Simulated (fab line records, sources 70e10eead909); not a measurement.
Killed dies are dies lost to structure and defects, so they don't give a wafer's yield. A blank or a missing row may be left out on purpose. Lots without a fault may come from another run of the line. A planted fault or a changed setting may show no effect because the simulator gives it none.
Which tool did it? | flow nand_harc | 12 lots, 36 wafers sampled, at 3 steps of a route of 1159

WHAT THE GAUGES READ, wafer by wafer
NHARC_A_SGD_CUT_INSPECT_11.
lot  | measured     | on                | raw_defect_count
L077 | day 14 13:00 | defect_inspect-01 | 3 6 6
L076 | day 14 19:38 | defect_inspect-01 | 8 7 7
L079 | day 14 19:41 | defect_inspect-02 | 8 6 6
L081 | day 15 07:59 | defect_inspect-02 | 29 19 21
L082 | day 16 00:23 | defect_inspect-02 | 37 33 20
L085 | day 16 13:32 | defect_inspect-01 | 26 28 15
L087 | day 17 02:16 | defect_inspect-01 | 37 49 42
L090 | day 17 12:47 | defect_inspect-02 | 31 28 37
L091 | day 18 03:04 | defect_inspect-01 | 24 28 30
L093 | day 18 05:44 | defect_inspect-02 | 11 7 5
L095 | day 18 23:44 | defect_inspect-01 | 13 15 15
L096 | day 19 11:28 | defect_inspect-01 | 14 9 14

WHICH TOOL RAN EACH LOT (tool, then ch and the chambers of the sampled wafers, then the start)
lot  | NHARC_A_STAIRCASE_DEP_301       | NHARC_A_STAIRCASE_DEP_471
L077 | pecvd-03 ch 0,2, day 12 11:01   | pecvd-02 ch 0,2, day 14 11:28
L076 | pecvd-02 ch 0,1, day 12 15:36   | pecvd-03 ch 0,1,2, day 14 18:04
L079 | pecvd-03 ch 1,2, day 12 21:38   | pecvd-03 ch 0,1, day 14 18:14
L081 | pecvd-01 ch 1,2, day 13 04:35   | pecvd-03 ch 0,1, day 15 06:39
L082 | pecvd-02 ch 0,1, day 14 01:12   | pecvd-03 ch 0,1,2, day 15 22:52
L085 | pecvd-03 ch 0,1,2, day 14 08:13 | pecvd-01 ch 0,1, day 16 11:55
L087 | pecvd-02 ch 0,1,2, day 14 20:13 | pecvd-01 ch 1,2, day 17 00:43
L090 | pecvd-03 ch 0,1,2, day 15 11:56 | pecvd-01 ch 0,1,2, day 17 11:15
L091 | pecvd-03 ch 0,1, day 16 00:07   | pecvd-01 ch 0,1, day 18 01:28
L093 | pecvd-01 ch 0,1, day 16 06:57   | pecvd-03 ch 0,1,2, day 18 04:20
L095 | pecvd-03 ch 0,2, day 16 19:57   | pecvd-03 ch 0,1,2, day 18 22:04
L096 | pecvd-01 ch 0,1, day 17 03:37   | pecvd-01 ch 0,1,2, day 19 09:56
- NHARC_A_STAIRCASE_DEP_301: deposits SiON, target thk 30 nm.
- NHARC_A_STAIRCASE_DEP_471: deposits SiO2, target thk 100 nm.

THE ANSWER, worked out from the rows above alone
Rule: what is usual is taken from the lots themselves. Put in order of their means at a reading, lots are off if they are a third of the lots or fewer, leave a main group of 4 or more, and stand apart from it by a gap of 3 or more times the standard deviation of the main group's means; of several such gaps the widest counts. A main group whose means are all the same, to the digits that the tables above print for the reading, isn't used. A lot without any number at a reading at which 4 lots or more have one is off too. The other lots that the step has rows for count as sound.
No lot is off at any reading shown: from this, nothing can be told.

WHAT THE SIMULATOR HAD PUT IN
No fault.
